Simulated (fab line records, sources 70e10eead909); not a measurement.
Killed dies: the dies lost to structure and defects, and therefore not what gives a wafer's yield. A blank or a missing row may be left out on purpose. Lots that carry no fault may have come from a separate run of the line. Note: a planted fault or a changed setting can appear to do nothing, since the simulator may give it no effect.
A lot that was struck, set against a sound lot + flow nand-harc + 15 out of 1302 route steps
Sound: these wafers, L694.1, L694.2, L694.4. The struck wafers were L687.2, L687.3, L687.5. At the end, the cause is stated.
Order at every step that has rows: each side's tool, ch and its chambers, its first start. Under that, the readings that differ: sound wafers + struck wafers + difference of the means + sigmas: that difference in standard deviations of wafers without a fault.
alike: same words and numbers on both sides, and readings whose means sit less than 2 such deviations apart. not compared: any withheld reading, any reading some wafer has no value for, any bound like >300 that may hide the same value, and any number with overlapping values for which the record gives no deviation.
A row with sigmas, a row that says differs or no value, or rows on one side alone: a step with any of these is where the two part. Numbers that don't overlap but have no deviation are shown without sigmas and don't part them. Lack of a reading on every wafer of one side parts them only where that side has two or more wafers.

first, 2 steps without rows for these wafers: NHARC_A_CONTACT_STRIP_104 (strips in CF4/CHF3); NHARC_A_CONTACT_STRIP_105 (strips in O2/COS).
NHARC_A_CONTACT_ETCH_106: etches the open film in CF4/O2, target depth 90 nm, overetch 9 nm, time 49.5 s.
  sound on rie-diel-01 ch 0,2,3, day 30 22:16; struck on rie-diel-01 ch 0,2,3, day 26 21:00
  alike: drypump-motor-current-A, oes-product-au, rf-vpp-V, showerhead-plenum-p-Torr, throttle-valve-pct
  not compared: rf-hours-counter-h
NHARC_A_CONTACT_STRIP_82: strips in O2.
  sound: rie-diel-01 ch 0,2,3; struck: rie-diel-01 ch 0,1
  alike: drypump-motor-current-A, oes-product-au, rf-vpp-V, showerhead-plenum-p-Torr, throttle-valve-pct
  not compared: rf-hours-counter-h
then, 1 step without rows for these wafers: NHARC_A_CONTACT_STRIP_83 (strips in post etch residue remover, time 600 s).
NHARC_A_CONTACT_DEP_84: deposits aC, target thk 2800 nm.
  sound on acl-dep-02 ch 0, day 31 02:42; struck on acl-dep-03 ch 0, day 26 23:03
  alike: throttle-valve-pct
  not compared: susceptor-temp-C
NHARC_A_CONTACT_DEP_85: deposits SiON, target thk 60 nm.
  sound on pecvd-02 ch 0,1, day 31 04:25; struck on pecvd-03 ch 0,1, day 27 00:30
  alike: chamber-pressure-Torr, heater-power-w, susceptor-temp-C
  not compared: since-wet-clean-h
then, 5 steps without rows for these wafers: NHARC_A_CONTACT_DEHYDRATE_00 (time 120 s); NHARC_A_CONTACT_HMDS_01 (time 30 s); NHARC_A_CONTACT_COAT_86 (time 75 s); NHARC_A_CONTACT_COAT_87 (time 65 s); NHARC_A_CONTACT_COAT_02 (resist thk 90 nm).
NHARC_A_CONTACT_SOFTBAKE_03: time 55 s.
  sound on litho-track-06 ch 0, day 31 04:00; struck on litho-track-01 ch 0, day 27 00:00
| reading                  | sound                | struck               | difference | sigmas      |
|--------------------------|----------------------|----------------------|------------|-------------|
| heater-power-total-W (W) | 188.59 188.51 188.54 | 208.63 208.19 208.22 | +19.80     | +99 or more |
next, for these wafers, 1 step has no rows: NHARC_A_CONTACT_EBR_04.
-- the record jumps here: 2 days lie between the struck wafers' starts before and after (it left off in module A_CONTACT and takes up again in module END, whose first step shown is number 1302 of the route) --
NHARC_END_SORT_01:
  here the record holds rows for the struck wafers (prober-01 ch 0, day 29 03:22) but none for the sound ones

## WHERE THEY PART
First at NHARC_A_CONTACT_SOFTBAKE_03; last, within this record, at NHARC_END_SORT_01.

WHY: whatever the simulator had introduced
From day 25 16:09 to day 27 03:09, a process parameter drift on litho-track-01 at NHARC_A_CONTACT_SOFTBAKE_03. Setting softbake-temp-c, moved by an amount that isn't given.
